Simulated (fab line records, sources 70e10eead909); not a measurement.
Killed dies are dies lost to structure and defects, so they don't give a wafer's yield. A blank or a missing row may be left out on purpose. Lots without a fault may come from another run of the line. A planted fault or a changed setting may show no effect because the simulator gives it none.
Chamber matching | flow nand_harc | NHARC_A_ZERO_WELL_DESCUM_12 on rie_diel-04: 4 sister chambers
The step chemistry O2, time 3 s. 8 wafers are shown with their chamber, then 10 later ones without.

WAFERS WITH THEIR CHAMBER
wafer  | chamber | drypump_motor_current_A (A) | oes_product_au (a.u.)
L088.4 | 3       | 6.4                         | 0.990
L088.5 | 1       | 6.0                         | 1.007
L088.6 | 0       | 6.0                         | 1.013
L090.1 | 2       | 6.4                         | 1.012
L090.3 | 1       | 6.0                         | 1.003
L090.5 | 3       | 6.4                         | 0.992
L092.1 | 2       | 6.3                         | 1.014
L092.3 | 0       | 6.0                         | 1.012

WAFERS WITHOUT THEIR CHAMBER
wafer  | drypump_motor_current_A (A) | oes_product_au (a.u.)
L092.4 | 6.4                         | 0.988
L093.1 | 6.0                         | 1.021
L093.3 | 6.0                         | 1.015
L093.4 | 6.4                         | 0.992
L095.1 | 6.0                         | 1.023
L095.2 | 6.4                         | 1.011
L095.3 | 6.4                         | 0.998
L095.4 | 6.0                         | 1.009
L095.5 | 6.4                         | 1.002
L095.6 | 6.4                         | 1.026

WHICH CHAMBER EACH WENT THROUGH
wafer  | from the rows above     | in truth
L092.4 | 3                       | 3
L093.1 | 0                       | 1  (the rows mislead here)
L093.3 | 0                       | 0
L093.4 | 3                       | 3
L095.1 | 0                       | 0
L095.2 | 2                       | 2
L095.3 | 3                       | 3
L095.4 | can't be placed: 0 or 1 | 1
L095.5 | can't be placed: 3 or 2 | 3
L095.6 | 2                       | 2
Placed correctly: 7 of 10. Can't be placed from these rows: 2 (the true chamber is among the candidates in 2). Placed wrongly: 1.
How it was worked out, from the rows above alone: a wafer's distance from a chamber is the root of the sum, over the readings, of the square of ((its reading less the chamber's mean) divided by the reading's scatter). The wafer belongs to the nearest chamber; if the next one is less than 2 further off, it can't be placed. A chamber's mean is the mean of its shown wafers. The scatter: the root of (the sum of the squares of (reading less its chamber's mean) over the shown wafers, divided by (wafers less chambers)).
